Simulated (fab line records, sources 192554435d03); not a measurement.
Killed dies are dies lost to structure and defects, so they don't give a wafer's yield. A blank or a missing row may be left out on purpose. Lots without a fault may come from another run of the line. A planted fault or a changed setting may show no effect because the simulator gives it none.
Which tool did it? | flow n5_finfet | 23 lots, 69 wafers sampled, at 2 steps of a route of 1938

WHAT THE GAUGES READ, wafer by wafer
N5_SDB_THK_MEAS_31. Usual: SDB_THK 64.1 nm, standard deviation 0.94.
lot  | measured     | on            | SDB_THK (nm)   | flag
L074 | day 4 02:10  | film_metro-01 | 64.3 65.4 65.5 |
L075 | day 4 11:55  | film_metro-01 | 64.8 63.5 65.3 |
L077 | day 4 23:01  | film_metro-01 | 64.0 65.5 64.8 |
L078 | day 5 04:09  | film_metro-01 | 65.0 63.9 64.3 |
L079 | day 5 06:52  | film_metro-02 | 64.7 64.4 63.9 |
L080 | day 5 15:53  | film_metro-01 | 64.5 65.6 64.6 |
L081 | day 5 19:04  | film_metro-02 | 64.1 64.5 63.2 |
L082 | day 6 03:00  | film_metro-02 | 63.8 63.7 63.2 |
L083 | day 6 06:23  | film_metro-01 | 66.3 64.6 64.3 |
L084 | day 6 17:14  | film_metro-02 | 63.9 63.6 63.7 |
L085 | day 7 05:55  | film_metro-01 | 65.7 65.2 64.7 |
L086 | day 7 06:23  | film_metro-02 | 62.8 63.1 64.1 |
L087 | day 7 11:02  | film_metro-01 | 63.5 63.5 62.9 |
L088 | day 7 16:19  | film_metro-01 | 64.2 63.6 63.9 |
L089 | day 7 19:31  | film_metro-02 | 63.1 62.0 63.9 |
L090 | day 7 23:30  | film_metro-02 | 63.5 62.9 62.8 |
L091 | day 8 03:29  | film_metro-01 | 64.0 63.1 63.3 |
L092 | day 8 10:43  | film_metro-02 | 63.7 64.0 63.7 |
L093 | day 8 15:26  | film_metro-01 | 65.3 64.7 63.6 |
L094 | day 9 01:00  | film_metro-01 | 64.0 63.3 62.8 |
L095 | day 9 06:29  | film_metro-02 | 65.6 65.1 66.0 |
L096 | day 9 14:37  | film_metro-02 | 63.7 63.1 62.8 |
L097 | day 10 01:16 | film_metro-01 | 63.1 65.2 62.3 |

WHICH TOOL RAN EACH LOT (tool, then ch and the chambers of the sampled wafers, then the start)
lot  | N5_SDB_ETCH_18
L074 | rie_diel-01 ch 0,1, day 3 22:12
L075 | rie_diel-01 ch 0,1,2, day 4 07:48
L077 | rie_diel-02 ch 1,2,3, day 4 18:18
L078 | rie_diel-02 ch 0,2, day 4 23:05
L079 | rie_diel-02 ch 0,3, day 5 01:59
L080 | rie_diel-03 ch 1,2,3, day 5 11:49
L081 | rie_diel-03 ch 0,1,3, day 5 15:19
L082 | rie_diel-01 ch 1,2,3, day 5 22:17
L083 | rie_diel-01 ch 0,2,3, day 6 02:37
L084 | rie_diel-01 ch 2,3, day 6 12:57
L085 | rie_diel-01 ch 0,1, day 7 01:54
L086 | rie_diel-01 ch 1,3, day 7 02:35
L087 | rie_diel-01 ch 2,3, day 7 06:23
L088 | rie_diel-02 ch 2,3, day 7 10:48
L089 | rie_diel-01 ch 2,3, day 7 13:55
L090 | rie_diel-01 ch 0,1,2, day 7 18:43
L091 | rie_diel-03 ch 0,1,3, day 7 23:31
L092 | rie_diel-01 ch 1,3, day 8 06:55
L093 | rie_diel-03 ch 0,3, day 8 10:53
L094 | rie_diel-01 ch 1,2,3, day 8 21:13
L095 | rie_diel-03 ch 0,2,3, day 9 02:16
L096 | rie_diel-03 ch 0,2, day 9 10:51
L097 | rie_diel-03 ch 0,1,2, day 9 21:31
- N5_SDB_ETCH_18: etches SOC in N2/H2, target depth 100 nm, overetch 20 nm, time 150 s.

WHAT THE TOOLS THEMSELVES READ (means of the sampled wafers that have a number; where no wafer has one, the mark that the record gives instead)
N5_SDB_ETCH_18. Usual: bias_w 150.0 W, standard deviation 0.46; drypump_motor_current_A 5.8 A, standard deviation 0.47; oes_product_au 0.69 a.u., standard deviation 0.083; rf_vpp_V 525.6 V, standard deviation 2.3; showerhead_plenum_p_Torr 2.60 Torr, standard deviation 0.078; throttle_valve_pct 17.84 %, standard deviation 0.25.
lot  | tool        | bias_w (W) | drypump_motor_current_A (A) | oes_product_au (a.u.) | rf_vpp_V (V) | showerhead_plenum_p_Torr (Torr) | throttle_valve_pct (%) | flag
L074 | rie_diel-01 | 149.5      | 5.8                         | 0.62                  | 522.6        | 2.47                            | 17.74                  |
L075 | rie_diel-01 | 149.4      | 5.5                         | 0.63                  | 524.4        | 2.55                            | 17.88                  |
L077 | rie_diel-02 | 149.9      | 6.4                         | 0.70                  | 525.1        | 2.58                            | 17.87                  |
L078 | rie_diel-02 | 149.7      | 5.9                         | 0.74                  | 526.7        | 2.67                            | 17.74                  |
L079 | rie_diel-02 | 150.2      | 5.8                         | 0.63                  | 525.4        | 2.58                            | 18.17                  |
L080 | rie_diel-03 | 150.2      | 6.0                         | 0.69                  | 524.0        | 2.58                            | 17.89                  |
L081 | rie_diel-03 | 150.2      | 5.7                         | 0.63                  | 524.5        | 2.55                            | 18.01                  |
L082 | rie_diel-01 | 150.1      | 5.7                         | 0.65                  | 523.2        | 2.53                            | 17.82                  |
L083 | rie_diel-01 | 150.0      | 5.5                         | 0.66                  | 525.1        | 2.60                            | 17.91                  |
L084 | rie_diel-01 | 149.8      | 5.4                         | 0.65                  | 525.0        | 2.60                            | 17.97                  |
L085 | rie_diel-01 | 149.5      | 5.6                         | 0.70                  | 527.3        | 2.64                            | 17.73                  |
L086 | rie_diel-01 | 150.4      | 5.9                         | 0.80                  | 527.2        | 2.66                            | 17.41                  |
L087 | rie_diel-01 | 150.1      | 5.5                         | 0.65                  | 525.6        | 2.60                            | 17.99                  |
L088 | rie_diel-02 | 150.5      | 6.5                         | 0.69                  | 524.9        | 2.58                            | 17.99                  |
L089 | rie_diel-01 | 149.9      | 5.7                         | 0.67                  | 524.9        | 2.58                            | 17.86                  |
L090 | rie_diel-01 | 149.9      | 5.5                         | 0.69                  | 526.0        | 2.64                            | 17.80                  |
L091 | rie_diel-03 | 150.3      | 5.6                         | 0.70                  | 524.0        | 2.54                            | 17.91                  |
L092 | rie_diel-01 | 150.3      | 6.0                         | 0.73                  | 525.6        | 2.60                            | 17.57                  |
L093 | rie_diel-03 | 149.8      | 5.6                         | 0.77                  | 526.0        | 2.61                            | 17.77                  |
L094 | rie_diel-01 | 149.7      | 5.7                         | 0.70                  | 526.5        | 2.62                            | 17.72                  |
L095 | rie_diel-03 | 150.0      | 5.9                         | 0.74                  | 527.7        | 2.63                            | 17.80                  |
L096 | rie_diel-03 | 149.8      | 6.3                         | 0.78                  | 527.1        | 2.66                            | 17.66                  |
L097 | rie_diel-03 | 149.8      | 6.0                         | 0.80                  | 527.9        | 2.67                            | 17.66                  |

THE ANSWER, worked out from the rows above alone
Rule: a lot is off if the mean of its wafers that have a number lies more than 3 standard deviations from the usual mean. A lot without any number at a reading at which 4 lots or more have one is off too. The other lots that the step has rows for count as sound. The gauges are gone through in route order, then the tools' own readings, and for those a lot's mean is taken as printed above. The first step at which some lot is off is used, and at that step the reading that is off furthest; a lot without a number counts as furthest.
No lot is off at any reading shown: from this, nothing can be told.

WHAT THE SIMULATOR HAD PUT IN
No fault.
